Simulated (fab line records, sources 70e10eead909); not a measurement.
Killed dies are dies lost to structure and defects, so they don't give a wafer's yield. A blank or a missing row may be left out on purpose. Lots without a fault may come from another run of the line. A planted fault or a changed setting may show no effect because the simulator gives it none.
fab line records | flow nand_harc | part 2 of 2: steps 23 to 32 of 32
record lots=5 wafers=15 last_day=32
route steps=1302 shown P_BONDPAD@354
lots that met no fault: from a run of the same line without faults
start_h: hours from the record's first day to the start of the lot's first wafer shown | wait_h: hours since the lot's step before | " the same as in the row above | L1.1+2: a row that stands for several wafers | - no value, or no start given | * or withheld: withheld | < > ~ a bound
route shown NAME@n: a module of which the file shows steps, and the number in the route of the first | usual: mean/standard deviation of fault-free wafers | same: alike in all rows | chamber/n: place in a boat | sites: the reading at each site | _std_site: their standard deviation | _edge_site: outer sites' mean less inner sites' | radius_mm: how far each site lies from the wafer's centre | mask NAME#n: copy n | behind: the tool/chamber that last shaped the wafer | hold: why the lot was held/for how many hours/how that ended | device: the transistor (n, p or np) that didn't switch | end of line: the same wafers' tests at the end of the route | a step without rows: its recipe alone | killed: dies lost to structure and defects at the first sort, not the wafer's yield | map: a wafer's dies, x killed, . not, _ none there
set.NAME: the setting as run; set.NAME@STEP: as run at that earlier step | model.NAME: the simulator's own value behind a step, which no gauge read
lots at some steps of the route; a table a step, a row a wafer
services: from which hour (start_h, from the record's first day; less than 0 if before it) a tool's chamber was out of use, for how many hours, and why
## steps
# step NHARC_P_BONDPAD_PVD_17
# recipe target_thk_a=50 bias_v=168.6 power_w=15000 chamber_pressure_pa=0.12 time_s=8.06 substrate_temp_c=50 material=TaN
# usual bias_v=168.7/1.6 throttle_valve_pct=30.0/0.73
# columns lot.wafer tool chamber start_h wait_h bias_v throttle_valve_pct
L076.4 pvd_sputter-01 - - - 171.1 30.0
L076.6 " - " " 169.1 30.7
L076.5 " - " " 171.2 29.8
L082.1 pvd_sputter-02 - - - 167.0 30.5
L082.2 " - " " 166.5 31.0
L082.5 " - " " 169.9 30.2
L084.4 pvd_sputter-03 - - - 168.8 29.9
L084.3 " - " " 170.5 28.8
L084.2 " - " " 168.0 29.3
L092.1 pvd_sputter-03 - - - 171.7 30.1
L092.3 " - " " 165.6 28.9
L092.6 " - " " 166.3 29.1
L095.1 pvd_sputter-01 - - - 164.9 30.6
L095.2 " - " " 165.7 29.7
L095.3 " - " " 172.1 29.8
# step NHARC_P_BONDPAD_PVD_27
# recipe target_thk_a=300 chamber_pressure_pa=5 power_w=5000 substrate_temp_c=30 time_s=20.49 material=Cu
# usual throttle_valve_pct=30.0/0.76
# columns lot.wafer tool chamber start_h wait_h throttle_valve_pct
L076.4 pvd_sputter-01 - - - 30.1
L076.5 " - " " 30.9
L076.6 " - " " 30.6
L082.1 pvd_sputter-02 - - - 30.3
L082.2 " - " " 30.8
L082.5 " - " " 30.1
L084.3 pvd_sputter-03 - - - 29.1
L084.2 " - " " 28.9
L084.4 " - " " 28.5
L092.3 pvd_sputter-03 - - - 29.0
L092.1 " - " " 29.5
L092.6 " - " " 30.0
L095.2 pvd_sputter-01 - - - 30.1
L095.1 " - " " 30.0
L095.3 " - " " 29.3
# step NHARC_P_BONDPAD_ECD_18
# recipe target_thk_a=4000 bath_temp_c=25 material=Cu
# columns lot.wafer tool chamber start_h wait_h
L076.4+6+5 ecd_cu-01 0,1,0 157.49 -
L082.1+2+5 ecd_cu-02 1,0,0 226.08 -
L084.2+4+3 ecd_cu-01 1,0,1 247.14 -
L092.1+3+6 ecd_cu-02 1,0,1 311.79 -
L095.1+2+3 ecd_cu-02 1,0,1 342.74 -
# step NHARC_P_BONDPAD_ANNEAL_28
# recipe temp_c=225 time_s=90
# usual wafer_temp_C_max=225.92/0.25
# columns lot.wafer tool chamber start_h wait_h wafer_temp_C_max
L076.4 rtp_anneal-02 0 157.88 - 225.70
L076.5 " 0 " " 225.65
L076.6 " 0 " " 225.73
L082.1 rtp_anneal-01 0 226.48 - 225.95
L082.2 " 0 " " 226.47
L082.5 " 0 " " 226.17
L084.2 rtp_anneal-02 0 247.52 - 226.04
L084.3 " 0 " " 225.99
L084.4 " 0 " " 225.74
L092.1 rtp_anneal-02 0 312.17 - 226.34
L092.3 " 0 " " 226.01
L092.6 " 0 " " 226.01
L095.1 rtp_anneal-02 0 343.13 - 226.22
L095.2 " 0 " " 225.98
L095.3 " 0 " " 225.71
# step NHARC_P_BONDPAD_CMP_19
# recipe t_overpolish_s=30 cu_recess_touch_s=16 target_thk_nm=160.81
# usual motor_current_A=12.5/0.56 overpolish_run_s=30.001/0.0098
# columns lot.wafer tool chamber start_h wait_h motor_current_A overpolish_run_s
L076.4 cmp-04 3 158.09 - 13.3 30.005
L076.6 " 2 " " 11.5 29.987
L076.5 " 3 " " 13.3 30.006
L082.1 cmp-01 0 226.86 - 12.7 30.002
L082.2 " 1 " " 13.0 30.002
L082.5 " 0 " " 12.7 29.982
L084.2 cmp-03 0 247.81 - 13.3 30.005
L084.3 " 1 " " 11.7 29.991
L084.4 " 3 " " 12.3 29.993
L092.3 cmp-01 2 312.57 - 13.4 30.003
L092.1 " 3 " " 11.9 29.997
L092.6 " 0 " " 12.8 29.993
L095.2 cmp-04 0 343.47 - 12.4 30.007
L095.1 " 2 " " 12.4 30.002
L095.3 " 3 " " 13.3 30.004
# step NHARC_P_BONDPAD_THK_MEAS_20
# recipe thk_meas_gauge=xrf
# usual thk_nm=161.3/1.5
# columns lot.wafer tool chamber start_h wait_h thk_nm
L076.4 film_metro-02 - 158.39 - 162.1
L076.5 " - " " 162.2
L076.6 " - " " 160.1
L082.1 film_metro-01 - 227.15 - 162.6
L082.2 " - " " 160.5
L082.5 " - " " 160.3
L084.2 film_metro-02 - 248.14 - 162.7
L084.3 " - " " 161.0
L084.4 " - " " 163.4
L092.1 film_metro-01 - 312.84 - 160.0
L092.3 " - " " 160.7
L092.6 " - " " 161.4
L095.1 film_metro-01 - 343.79 - 161.3
L095.2 " - " " 160.9
L095.3 " - " " 160.1
# step NHARC_P_BONDPAD_SRD_21
# recipe time_s=30 temp_c=23 dry_time_s=20 spin_rpm=1500
# usual co2_resistivity_mohm_cm=0.2000/0.002 spin_rpm=1500.0/0.72
# columns lot.wafer tool chamber start_h wait_h co2_resistivity_mohm_cm spin_rpm
L076.5 wet_bench-10 4 158.43 0.0 0.1981 1500.0
L076.6 " 6 " " 0.2022 1498.5
L076.4 " 0 " " 0.2030 1499.6
L082.1 wet_bench-08 6 227.20 0.0 0.1956 1500.2
L082.2 " 7 " " 0.1980 1499.2
L082.5 " 1 " " 0.1998 1499.2
L084.3 wet_bench-08 2 248.18 0.0 0.2019 1500.6
L084.4 " 3 " " 0.1998 1500.4
L084.2 " 4 " " 0.1995 1500.5
L092.1 wet_bench-08 0 312.88 0.0 0.1969 1500.1
L092.6 " 3 " " 0.2018 1500.2
L092.3 " 4 " " 0.2044 1500.1
L095.3 wet_bench-10 4 343.84 0.0 0.1980 1499.6
L095.2 " 5 " " 0.2014 1499.5
L095.1 " 1 " " 0.1976 1499.2
# step NHARC_P_BONDPAD_INSPECT_23
# usual raw_defect_count=328/120
# columns lot.wafer tool chamber start_h wait_h raw_defect_count
L076.4 defect_inspect-01 - 158.59 0.0 265
L076.5 " - " " 310
L076.6 " - " " 380
L082.1 defect_inspect-02 - 227.36 0.0 270
L082.2 " - " " 207
L082.5 " - " " 248
L084.2 defect_inspect-01 - 248.37 0.0 211
L084.3 " - " " 198
L084.4 " - " " 271
L092.1 defect_inspect-02 - 313.06 0.0 237
L092.3 " - " " 201
L092.6 " - " " 253
L095.1 defect_inspect-01 - 344.02 0.0 365
L095.2 " - " " 260
L095.3 " - " " 414
# step NHARC_P_BONDPAD_ACTIVATE_29
# recipe time_s=60 n2_flow_sccm=200 ar_flow_sccm=0 bias_power_w=0 chemistry=N2
# usual drypump_motor_current_A=5.9/0.54 oes_product_au=0.999/0.0074 rf_vpp_V=64.4/0.95 showerhead_plenum_p_Torr=1.79/0.083
# columns lot.wafer tool chamber start_h wait_h drypump_motor_current_A oes_product_au rf_hours_counter_h rf_vpp_V showerhead_plenum_p_Torr
L076.4 rie_diel-05 3 158.66 0.1 5.5 1.003 2.5 63.8 1.80
L076.6 " 2 " " 6.0 0.983 - 63.5 1.65
L076.5 " 3 " " 5.5 1.001 - 63.4 1.80
L082.1 rie_diel-05 0 227.42 0.1 4.9 0.991 4.4 65.4 1.73
L082.2 " 3 " " 5.5 0.981 4.1 64.9 1.80
L082.5 " 1 " " 6.4 0.998 - 65.1 1.88
L084.2 rie_diel-04 3 248.44 0.1 6.7 0.997 2.9 65.0 1.72
L084.3 " 0 " " 5.4 0.994 3.9 65.5 1.85
L084.4 " 1 " " 5.4 1.004 3.3 63.3 1.78
L092.1 rie_diel-04 2 313.15 0.1 6.3 1.005 6.3 67.2 1.90
L092.3 " 3 " " 6.7 1.000 6.0 64.2 1.72
L092.6 " 0 " " 5.5 0.997 - 64.4 1.85
L095.2 rie_diel-05 0 344.09 0.1 4.9 0.997 2.7 63.7 1.73
L095.3 " 1 " " 6.4 1.005 2.5 65.5 1.88
L095.1 " 2 " " 6.0 1.005 2.5 62.2 1.65
# step NHARC_P_BONDPAD_PRECLEAN_30
# recipe time_s=300 temp_c=23 chemistry=DIW
# columns lot.wafer tool chamber start_h wait_h
L076.4+6+5 wet_bench-08 4,5,6 158.82 0.1
L082.1+2+5 wet_bench-08 3,7,0 227.57 0.1
L084.2+3+4 wet_bench-08 7,1,3 248.60 0.1
L092.6+3+1 wet_bench-08 5,7,1 313.28 0.1
L095.2+1+3 wet_bench-08 4,0,1 344.24 0.1
## services
# columns tool chamber start_h hours kind
wet_bench-10 - 135.20 8.0 pm
rie_diel-09 - 136.42 0.7 repair
rie_diel-09 - 143.10 9.0 pm
pvd_sputter-02 - 167.47 2.3 repair
rie_diel-09 3 177.86 1.3 repair
rie_diel-04 - 177.94 9.0 pm
rie_diel-09 0 202.43 7.9 repair
pvd_sputter-03 - 205.36 10.0 pm
rie_diel-04 3 211.51 19.7 repair
pvd_sputter-01 - 226.00 10.0 pm
litho_track-02 - 227.00 7.0 pm
rie_diel-05 - 229.60 9.0 pm
pvd_sputter-03 - 235.59 1.8 repair
litho_track-03 - 275.00 7.0 pm
rie_diel-09 1 285.79 15.3 repair
wet_bench-08 - 294.40 8.0 pm
rie_diel-05 2 296.52 3.6 repair
litho_track-05 - 299.00 7.0 pm
wet_bench-10 - 311.20 8.0 pm
rie_diel-09 - 316.92 0.6 repair
rie_diel-09 - 320.10 9.0 pm
pvd_sputter-03 - 320.54 1.9 repair
rie_diel-09 3 329.61 22.1 repair
rie_diel-05 2 334.76 1.2 repair
